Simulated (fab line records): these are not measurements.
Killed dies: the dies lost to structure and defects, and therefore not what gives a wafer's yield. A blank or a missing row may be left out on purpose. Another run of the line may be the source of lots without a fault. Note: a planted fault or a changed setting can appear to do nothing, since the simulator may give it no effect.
Chamber matching ; flow nand-harc ; 4 sister chambers for NHARC_A_STAIRCASE_ETCH_444 on rie-diel-12
The step etches the open film in C4F8/O2, target depth 10200 nm, time 3400 s. 22 wafers are shown with their chamber, then 11 later ones without.

WAFERS WITH THEIR CHAMBER
wafer;chamber;rf-vpp-V (V);oes-product-au (a.u.)
L076.2;0;806;0.922
L076.3;2;805;0.919
L076.5;0;808;0.920
L078.3;3;812;0.921
L078.5;2;807;0.932
L078.6;1;800;0.924
L079.1;0;807;0.925
L079.2;3;811;0.920
L079.3;1;801;0.913
L081.4;3;811;0.919
L081.5;3;810;0.923
L081.6;0;808;0.926
L081.1;0;807;0.911
L081.2;1;800;0.921
L081.3;2;808;0.922
L083.2;0;806;0.927
L083.3;2;806;0.932
L083.4;1;800;0.906
L083.1;3;811;0.923
L083.5;2;805;0.925
L083.6;3;810;0.928
L086.1;2;806;0.930

SIGNATURES, as means of the wafers listed above
reading;chamber 0;chamber 1;chamber 2;chamber 3;scatter within a chamber
rf-vpp-V;807.00;800.25;806.17;810.83;0.895
oes-product-au;0.92183;0.91600;0.92667;0.92233;0.00565
Rule: a wafer's distance from a chamber is the root of the sum, over the readings, of the square of ((its reading less the chamber's mean) divided by the reading's scatter). If the next closest chamber is less than 2 further off than the closest, the wafer can't be placed; otherwise it belongs to the closest. How the scatter is found: for the shown wafers, subtract from each reading the mean of its chamber, square and add these, divide the total by (wafers less chambers), then take the root.

WAFERS MISSING THEIR CHAMBER
wafer;rf-vpp-V (V);oes-product-au (a.u.)
L086.3;801;0.921
L086.5;801;0.915
L093.2;800;0.913
L093.3;806;0.920
L093.6;811;0.915
L097.2;812;0.940
L097.3;806;0.936
L097.6;810;0.930
L097.1;800;0.926
L097.4;804;0.919
L097.5;807;0.932

WHICH CHAMBER EACH ONE RAN IN
wafer;from the rows above;in truth
L086.3;1;1
L086.5;1;1
L093.2;1;1
L093.3;can't be placed: 0 or 2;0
L093.6;3;3
L097.2;3;3
L097.3;can't be placed: 2 or 0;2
L097.6;3;3
L097.1;1;1
L097.4;can't be placed: 2 or 0 or 1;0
L097.5;can't be placed: 2 or 0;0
Correct placement for 7 of the 11. From these rows, 4 cannot be placed; in 4 the true chamber is one of the candidates. Number placed wrongly: 0.
